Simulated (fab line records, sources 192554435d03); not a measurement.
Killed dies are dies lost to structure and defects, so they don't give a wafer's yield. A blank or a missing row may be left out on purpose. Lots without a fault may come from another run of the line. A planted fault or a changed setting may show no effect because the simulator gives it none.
Problem report in the 8D (eight disciplines) form, filled by code | flow n5_finfet | the parts of the form that need people (team, actions taken, sign-off) are left out

1. THE PROBLEM
killed_at_M4_up at N5_PASSIVATION_PROBE_49 reads a mean of 54 on 3 wafers of 2 lots; wafers without a fault read 13 with a standard deviation of 4.9. That is +8.3 standard deviations from the usual mean.
First seen on wafer L890.2, day 15 18:58, on prober-02. The record holds 33 wafers of 11 lots with a number at this step. Rule for "out", or "out of limits": more than 4 standard deviations from the usual mean. The other wafers with a number count as sound.

2. WHAT IT IS AND WHAT IT IS NOT
question                    | is                     | is not
which readings at this step | killed_at_M4_up        | killed_at_M0_to_M3, killed_at_contacts, killed_at_front_end, killed_at_other, killed_open, killed_short
which lots                  | L890, L895             | L882, L886, L887, L888, L889, L891, L893, L900, L901
which wafers of those lots  | L890.2, L890.6, L895.2 | L890.4, L895.3, L895.4
read on which tools         | prober-01, prober-02   | -
when                        | from day 15 18:58      | up to then (15 sound wafers); but 15 sound wafers of L890, L891, L893, L895, L900, L901 came after

3. SUSPECTS, AND WHAT RULES EACH OUT
Counting: a tool at a process step up to the reading stays a suspect if it ran every lot that is out. Sound lots after the first of them don't rule it out here, since some wafers of a struck lot are sound.
- pvd_sputter-03 at N5_BEOL_M15_SPUTTER_45 (material Cu, target thk 100 nm, time 16.67 s): kept. It ran every lot that is out, first L890 (day 15 02:40); its last sound lot up to then is L887 (day 15 01:09).
- pvd_sputter-02 at N5_PASSIVATION_AL_DEP_21 (deposits Al, target thk 2800 nm, time 170 s): kept. It ran every lot that is out, first L890 (day 15 12:44).
Left after counting: pvd_sputter-03 at N5_BEOL_M15_SPUTTER_45, pvd_sputter-02 at N5_PASSIVATION_AL_DEP_21.

4. THE CAUSE (what the simulator had put in)
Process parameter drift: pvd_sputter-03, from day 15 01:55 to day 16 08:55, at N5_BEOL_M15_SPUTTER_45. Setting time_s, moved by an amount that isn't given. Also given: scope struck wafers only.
Counting left 2 suspects, and this tool is among them.

5. THE CHAIN OF EFFECTS, in route order
Each row: a reading whose mean over the struck wafers that have a number lies more than 3 standard deviations from the usual. Only readings for which the record gives a usual standard deviation are gone through. hours: the time from each lot's start at the first step in this table that gives one to its start at this step, as a median over the lots. sigmas: the change in usual standard deviations.
hours | step                    | reading         | usual | on struck wafers | change | sigmas
0     | N5_PASSIVATION_PROBE_49 | killed_at_M4_up | 13    | 54               | +41    | +8.3
0     | N5_PASSIVATION_PROBE_49 | killed_on_rim   | 13    | 29               | +16    | +3.7
The process steps in it:
- N5_PASSIVATION_PROBE_49
Readings that are blank on the struck wafers while sound wafers have them: susceptor_temp_C at N5_BEOL_M15_SPUTTER_45.

6. WHAT WOULD HAVE CAUGHT IT SOONER
In this record the first reading out of limits was taken at day 15 18:58, 17 hours after the fault began at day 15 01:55.
Of the lots that are out (2), L895 began N5_BEOL_M15_SPUTTER_45 on pvd_sputter-03 after day 15 18:58. A hold on the tool at that time would have spared it.
